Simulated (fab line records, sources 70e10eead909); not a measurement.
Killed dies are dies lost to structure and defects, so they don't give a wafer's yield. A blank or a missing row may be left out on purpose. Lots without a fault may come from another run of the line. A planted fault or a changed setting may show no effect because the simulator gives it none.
A struck lot beside a sound one | flow nand_harc | 13 steps out of a route of 1159
Sound: wafers L863.3, L863.4, L863.5. Struck: wafers L851.1, L851.2, L851.3. The cause comes at the end.
At each step with rows: each side's tool, then ch and its chambers, then its first start. Under that, the readings that differ: sound wafers | struck wafers | difference of the means | sigmas: that difference in standard deviations of wafers without a fault.
alike: readings whose means differ by less than 2 such deviations, and words and numbers that are the same on both sides. not compared: withheld readings, readings that some wafer has no value for, bounds like >300 that may hide the same value, and numbers for which the record gives no deviation and whose values overlap.
The two part at a step that has a row with sigmas, a row that says differs or no value, or rows on one side only. Numbers that don't overlap but have no deviation are shown without sigmas and don't part them. A reading that every wafer of one side lacks parts them only if that side has two wafers or more.

NHARC_P_BONDPAD_DEP_00: deposits SiCN, target thk 250 nm.
  sound on pecvd-01 ch 0,1; struck on pecvd-01 ch 0,1,2, day 7 17:36
  alike: heater_power_w
NHARC_P_BONDPAD_CMP_32: polishes SiCN, target thk 200 nm.
  sound on cmp-03 ch 2,3, day 10 21:29; struck on cmp-03 ch 1,2,3, day 7 18:00
  alike: motor_current_A
NHARC_P_BONDPAD_THK_MEAS_33: measures by ellipsometry.
  sound on film_metro-01, day 10 21:42; struck on film_metro-01, day 7 18:15
  alike: thk_nm
then, 9 steps without rows for these wafers: NHARC_P_BONDPAD_SRD_34; NHARC_P_BONDPAD_DEHYDRATE_01 (time 120 s); NHARC_P_BONDPAD_HMDS_02 (time 30 s); NHARC_P_BONDPAD_COAT_36 (time 65 s); NHARC_P_BONDPAD_COAT_03 (resist thk 600 nm); NHARC_P_BONDPAD_SOFTBAKE_04 (time 70 s); NHARC_P_BONDPAD_EBR_05; NHARC_P_BONDPAD_EXPOSE_06 (exposes mask P BPAD); NHARC_P_BONDPAD_PEB_07 (peb time 80 s).
NHARC_P_BONDPAD_DEVELOP_08: time 50 s.
  sound on litho_track-02 ch 0, day 10 22:00; struck on litho_track-05, day 7 18:00
  no value came back on the struck wafers for chill_plate_temp_C (C), developer_temp_C (C); on the sound wafers chill_plate_temp_C (C) reads 22.78 22.90 22.95

WHERE THEY PART
Only at NHARC_P_BONDPAD_DEVELOP_08, within this record.

WHY: what the simulator had put in
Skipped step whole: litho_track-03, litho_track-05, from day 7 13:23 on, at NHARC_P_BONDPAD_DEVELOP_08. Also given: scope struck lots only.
